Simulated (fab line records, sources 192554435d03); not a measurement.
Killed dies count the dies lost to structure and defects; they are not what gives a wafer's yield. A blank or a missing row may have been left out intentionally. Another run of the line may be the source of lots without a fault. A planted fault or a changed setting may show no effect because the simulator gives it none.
What tool caused it?	flow n5Finfet	27 wafers from 9 lots sampled at 6 of the route's 1938 steps

== WHAT THE GAUGES SHOWED, per wafer ==
N5_BEOL_M4_RC_MEAS_101.
lot	measured	on	DIBL_N (mV/V)	DIBL_P (mV/V)	IOFF_N (nA/um)	IOFF_P (nA/um)	ION_N (uA/um)	ION_P (uA/um)	SS_N (mV/dec)	SS_P (mV/dec)	VT_N (mV)	VT_P (mV)
L626	day 8 04:23	prober-01	35.4 36.9 35.3	35.3 37.8 34.9	0.13 0.17 0.14	0.22 0.29 0.23	672 694 674	466 484 476	71.4 71.1 70.7	72.4 73.3 73.0	255 249 252	-249 -244 -246
L631	day 9 22:53	prober-02	35.2 36.6 34.1	35.6 37.7 34.7	0.13 0.16 0.12	0.18 0.22 0.16	658 671 672	448 462 462	72.0 72.2 71.5	73.5 73.9 73.3	252 248 252	-258 -254 -255
L632	day 9 11:10	prober-02	36.7 38.2 37.1	36.8 39.8 37.2	0.15 0.19 0.15	0.18 0.24 0.20	670 684 666	456 464 458	70.9 71.9 70.8	73.6 73.7 73.7	252 248 251	-256 -250 -253
L640	day 11 17:22	prober-01	37.3 35.6 34.1	37.5 35.1 34.6	0.20 0.16 0.15	0.28 0.22 0.23	706 682 679	476 470 469	71.2 70.9 70.5	74.2 73.6 73.6	243 246 250	-247 -251 -245
L642	day 12 02:34	prober-01	37.0 35.4 36.2	35.9 35.0 35.4	0.19 0.14 0.16	0.23 0.20 0.21	682 678 671	465 468 462	72.1 72.1 72.0	72.8 72.6 73.4	244 251 250	-248 -251 -251
L643	day 12 05:52	prober-01	37.3 36.9 38.6	38.5 37.9 39.0	0.21 0.20 0.22	0.24 0.23 0.24	689 689 691	464 468 463	72.4 71.9 71.9	74.3 74.2 74.4	245 244 246	-249 -251 -250
L645	day 13 02:40	prober-01	38.3 38.3 37.5	40.2 39.0 37.9	0.22 0.20 0.18	0.28 0.26 0.24	679 685 678	470 476 464	72.5 72.2 72.2	74.3 73.0 73.7	247 246 248	-245 -246 -247
L646	day 13 04:31	prober-01	36.6 37.2 38.2	37.1 37.5 39.3	0.16 0.16 0.21	0.25 0.26 0.30	684 673 702	476 470 484	71.8 71.3 71.5	72.6 73.7 73.6	248 251 244	-247 -247 -246
L648	day 13 20:48	prober-02	35.1 37.9 37.0	35.2 37.1 36.8	0.14 0.18 0.16	0.21 0.24 0.24	684 691 678	470 473 470	71.1 71.3 71.6	72.6 74.2 73.5	247 248 248	-248 -248 -248

== WHAT TOOL EACH LOT RAN ON (gives the tool, then ch and the chambers of the sampled wafers, and finally the start) ==
lot	N5_BEOL_M4_PECVD_72	N5_BEOL_M4_SPUTTER_81	N5_BEOL_M4_SPUTTER_88	N5_BEOL_M4_ANNEAL_91	N5_BEOL_M4_CMP_52
L626	pecvd-01 ch 1,2, day 7 18:21	pvdSputter-01, day 8 01:17	pvdSputter-01, day 8 01:44	pvdSputter-01, day 8 02:02	cmp-01 ch 0,1, day 8 03:23
L631	pecvd-01 ch 0,2, day 8 23:43	pvdSputter-01, day 9 17:34	pvdSputter-01, day 9 18:00	pvdSputter-01, day 9 18:18	cmp-01 ch 1,2,3, day 9 22:07
L632	pecvd-02 ch 0,1,2, day 9 00:52	pvdSputter-03, day 9 08:20	pvdSputter-03, day 9 08:47	pvdSputter-03, day 9 09:05	cmp-01 ch 1,2,3, day 9 10:36
L640	pecvd-01 ch 0,2, day 11 05:37	pvdSputter-01, day 11 14:47	pvdSputter-01, day 11 15:14	pvdSputter-01, day 11 15:32	cmp-03 ch 0,1, day 11 16:36
L642	pecvd-03 ch 0,2, day 11 12:28	pvdSputter-03, day 12 00:07	pvdSputter-03, day 12 00:33	pvdSputter-03, day 12 00:51	cmp-01 ch 0,1,3, day 12 02:02
L643	pecvd-02 ch 0,1, day 11 13:59	pvdSputter-03, day 12 03:26	pvdSputter-03, day 12 03:53	pvdSputter-03, day 12 04:11	cmp-04 ch 1,3, day 12 05:17
L645	pecvd-03 ch 0,1,2, day 12 14:47	pvdSputter-01, day 13 00:15	pvdSputter-01, day 13 00:41	pvdSputter-01, day 13 00:59	cmp-04 ch 1,3, day 13 02:06
L646	pecvd-02 ch 0,1,2, day 12 19:48	pvdSputter-01, day 13 02:05	pvdSputter-01, day 13 02:32	pvdSputter-01, day 13 02:50	cmp-04 ch 0,1, day 13 03:54
L648	pecvd-03 ch 0,1, day 13 09:59	pvdSputter-02, day 13 17:58	pvdSputter-02, day 13 18:24	pvdSputter-02, day 13 18:42	cmp-04 ch 0,1,3, day 13 20:02
- N5_BEOL_M4_PECVD_72: deposits SiO2 from TEOS/O2, target thk 16 nm, time 18 s.
- N5_BEOL_M4_SPUTTER_81: material Cu, target thk 4.5 nm, time 8.29 s.
- N5_BEOL_M4_SPUTTER_88: material Cu, target thk 4.5 nm, time 8.29 s.
- N5_BEOL_M4_ANNEAL_91: time 240 s.
- N5_BEOL_M4_CMP_52: polishes, stops on SiOC, t overpolish 6.8 s, target thk 40 nm.

== WHAT THE TOOLS THEMSELVES READ (means of the sampled wafers that have a number; where no wafer has one, the mark that the record gives instead) ==
N5_BEOL_M4_PECVD_72.
lot	tool	heaterPowerW (W)	showerheadPlenumPTorr (Torr)	throttleValvePct (%)
L626	pecvd-01	734	8.73	21.0
L631	pecvd-01	800	8.72	20.4
L632	pecvd-02	672	8.76	22.8
L640	pecvd-01	825	8.69	20.7
L642	pecvd-03	726	8.84	23.6
L643	pecvd-02	634	8.79	23.1
L645	pecvd-03	664	8.83	22.6
L646	pecvd-02	673	8.76	22.7
L648	pecvd-03	672	8.87	22.2

N5_BEOL_M4_SPUTTER_81.
lot	tool	throttleValvePct (%)
L626	pvdSputter-01	30.2
L631	pvdSputter-01	29.4
L632	pvdSputter-03	28.7
L640	pvdSputter-01	30.0
L642	pvdSputter-03	31.0
L643	pvdSputter-03	30.9
L645	pvdSputter-01	30.6
L646	pvdSputter-01	29.9
L648	pvdSputter-02	30.3

N5_BEOL_M4_SPUTTER_88.
lot	tool	throttleValvePct (%)
L626	pvdSputter-01	30.2
L631	pvdSputter-01	29.2
L632	pvdSputter-03	28.9
L640	pvdSputter-01	30.0
L642	pvdSputter-03	30.7
L643	pvdSputter-03	31.0
L645	pvdSputter-01	30.6
L646	pvdSputter-01	29.8
L648	pvdSputter-02	30.2

N5_BEOL_M4_ANNEAL_91.
lot	tool	heaterPowerW (W)
L626	pvdSputter-01	940
L631	pvdSputter-01	845
L632	pvdSputter-03	895
L640	pvdSputter-01	789
L642	pvdSputter-03	881
L643	pvdSputter-03	842
L645	pvdSputter-01	857
L646	pvdSputter-01	856
L648	pvdSputter-02	795

N5_BEOL_M4_CMP_52.
lot	tool	barrierFieldEndpointS (s)	clearingPlatenRpm (rpm)	motorCurrentA (A)	overpolishRunS (s)
L626	cmp-01	24.4	49.993	5.4	6.806
L631	cmp-01	25.0	50.009	6.0	6.804
L632	cmp-01	24.6	49.990	6.0	6.801
L640	cmp-03	28.8	50.020	6.1	6.269
L642	cmp-01	25.0	50.000	5.7	6.803
L643	cmp-04	24.2	50.012	6.2	6.801
L645	cmp-04	25.3	50.018	6.2	6.796
L646	cmp-04	25.5	50.028	6.8	6.798
L648	cmp-04	24.0	49.993	6.4	6.806

== THE ANSWER, worked out from the rows above alone ==
Rule: what is usual is taken from the lots themselves. The widest of any qualifying gaps counts: lots, ordered by their means at a reading, are off when they make up no more than a third of the lots, leave a main group of 4 or more, and stand apart from it by 3 or more times the standard deviation of that group's means. A main group whose means are all the same, to the digits that the tables above print for the reading, isn't used. A lot without any number at a reading at which 4 lots or more have one is off too. The other lots that the step has rows for count as sound. After the gauges, taken in route order, come the tools' own readings; for these a lot's mean is taken, as printed above. The first step at which some lot is off is used, and at that step the reading that is off furthest; a lot without a number counts as furthest.
Off at N5_BEOL_M4_CMP_52 (overpolishRunS): L640. The main group has a mean of 6.802 s with a standard deviation of 0.0034.
If a tool, at that step or one of the process steps before it, ran each lot that is off and ran no sound lot following the first of them, it fits. Undecided on this evidence; 2 tools fit (pecvd-01 at N5_BEOL_M4_PECVD_72, cmp-03 at N5_BEOL_M4_CMP_52).

== WHAT WAS PUT IN BY THE SIMULATOR ==
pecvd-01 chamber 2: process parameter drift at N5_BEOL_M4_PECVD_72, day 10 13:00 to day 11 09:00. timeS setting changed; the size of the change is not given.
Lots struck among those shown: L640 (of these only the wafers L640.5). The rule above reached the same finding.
